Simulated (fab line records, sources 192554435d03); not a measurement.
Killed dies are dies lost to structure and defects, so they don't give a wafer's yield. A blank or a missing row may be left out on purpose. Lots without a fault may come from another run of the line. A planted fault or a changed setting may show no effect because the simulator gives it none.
A struck lot beside a sound one | flow n5_finfet | 36 steps out of a route of 1938
Sound: wafers L574.1, L574.4, L574.6. Struck: wafers L593.1, L593.4, L593.5. The cause comes at the end.
At each step with rows: each side's tool, then ch and its chambers, then its first start. Under that, the readings that differ: sound wafers | struck wafers | difference of the means | sigmas: that difference in standard deviations of wafers without a fault.
alike: readings whose means differ by less than 2 such deviations, and words and numbers that are the same on both sides. not compared: withheld readings, readings that some wafer has no value for, bounds like >300 that may hide the same value, and numbers for which the record gives no deviation and whose values overlap.
The two part at a step that has a row with sigmas, a row that says differs or no value, or rows on one side only. Numbers that don't overlap but have no deviation are shown without sigmas and don't part them. A reading that every wafer of one side lacks parts them only if that side has two wafers or more.

first, 9 steps without rows for these wafers: N5_BEOL_M4_ANNEAL_95 (time 240 s); N5_BEOL_M4_SPUTTER_96 (material Cu, target thk 4.5 nm, time 8.29 s); N5_BEOL_M4_ECD_50 (material Cu, target thk 300 nm); N5_BEOL_M4_ANNEAL_51 (time 90 s); N5_BEOL_M4_CMP_52 (polishes, stops on SiOC, t overpolish 6.8 s, target thk 40 nm); N5_BEOL_M4_PRE_CLEAN_60 (time 15 s); N5_BEOL_M4_CO_CAP_55 (material Co, precursor CCTBA/H2, target thk 2 nm, time 102.1 s); N5_BEOL_M4_PRE_CLEAN_56 (time 15 s); N5_BEOL_M4_DEP_57 (deposits SiCN from 3MS/NH3, target thk 8 nm, time 14 s).
N5_BEOL_M4_RC_MEAS_101:
  sound on prober-01 ch 0, day 8 21:05; struck on prober-02 ch 0, day 13 18:32
  alike: DIBL_N, DIBL_P, IOFF_N, IOFF_P, ION_N, ION_P, SS_N, SS_P, VT_N, VT_P
then, 24 steps without rows for these wafers: N5_BEOL_M5_ILD_DEP_00 (deposits SiCOH lowk from DEMS/porogen, target thk 140.64 nm, time 25.9 s); N5_BEOL_M5_CURE_79 (cures SiCOH lowk, time 240 s); N5_BEOL_M5_PECVD_70 (deposits SiO2 from TEOS/O2, target thk 16 nm, time 18 s); N5_BEOL_M5_HM_DEP_02 (deposits TiN, target thk 20 nm); N5_BEOL_M5_COAT_59 (time 60 s, resist thk 60 nm); N5_BEOL_M5_COAT_60 (time 60 s, resist thk 12 nm); N5_BEOL_M5_COAT_71 (time 60 s, resist thk 5 nm); N5_BEOL_M5_COAT_05 (resist thk 30 nm); N5_BEOL_M5_EBR_07; N5_BEOL_M5_SOFTBAKE_06 (time 60 s); N5_BEOL_M5_EXPOSE_08 (exposes mask M5, target cd 28 nm); N5_BEOL_M5_PEB_09 (peb time 60 s); N5_BEOL_M5_DEVELOP_10 (develop time 30 s); N5_BEOL_M5_DESCUM_16 (chemistry O2, time 7 s); N5_BEOL_M5_ETCH_72 (etches underlayer in N2/H2, target depth 6.5 nm, time 5.2 s); N5_BEOL_M5_ETCH_61 (etches SiARC in CF4, target depth 15.6 nm, time 26 s); N5_BEOL_M5_ETCH_62 (etches SOC in N2/H2, target depth 75 nm, overetch 15 nm, time 112.5 s); N5_BEOL_M5_STRIP_63 (strips in N2/H2); N5_BEOL_M5_STRIP_73 (strips in N2/H2); N5_BEOL_M5_STRIP_64 (strips in CF4); N5_BEOL_M5_HM_OPEN_17 (chemistry Cl2/BCl3, target TiN, target depth 20 nm, overetch 6 nm); N5_BEOL_M5_STRIP_19 (strips in O2); N5_BEOL_M5_COAT_65 (time 60 s, resist thk 60 nm); N5_BEOL_M5_COAT_66 (time 60 s, resist thk 12 nm).
N5_BEOL_M5_EXPOSE_25: exposes mask V4, defocus 10 nm.
  sound on euv_scanner-01 ch 0, day 9 00:50; struck on euv_scanner-01 ch 0, day 13 23:27
  alike: mask
-- the record jumps here: 4 days lie between the struck wafers' starts before and after (it left off in module BEOL_M5 and takes up again in module PASSIVATION, whose first step shown is number 1936 of the route) --
N5_PASSIVATION_PROBE_49:
  sound on prober-02, day 13 03:52; struck on prober-01, day 17 23:21
  reading                  | sound          | struck         | difference | sigmas
  defect_limited_yield (%) | 93.9 92.0 91.6 | 0 0 0          | -92        | -62
  killed_at_M4_up          | 8 6 11         | 1056 1067 1078 | +1059      | +99 or more
  killed_dies              | 72 94 99       | 1180 1180 1180 | +1092      | +61
  killed_on_rim            | 14 17 12       | 152 152 152    | +138       | +31
  killed_open              | 46 64 63       | 98 83 81       | +30        | +2
  sort_bin_5_function (%)  | 3.8 4.4 5.4    | 6.2 6.9 6.6    | +2.0       | +2
  sort_n_pass              | 1108 1086 1081 | 0 0 0          | -1092      | -61
  sort_yield_pct (%)       | 93.9 92.0 91.6 | 0 0 0          | -92        | -62
  alike: killed_at_M0_to_M3, killed_at_contacts, killed_at_front_end, killed_at_other, killed_short, sort_bin_6_memory

WHERE THEY PART
Only at N5_PASSIVATION_PROBE_49, within this record.

WHY: what the simulator had put in
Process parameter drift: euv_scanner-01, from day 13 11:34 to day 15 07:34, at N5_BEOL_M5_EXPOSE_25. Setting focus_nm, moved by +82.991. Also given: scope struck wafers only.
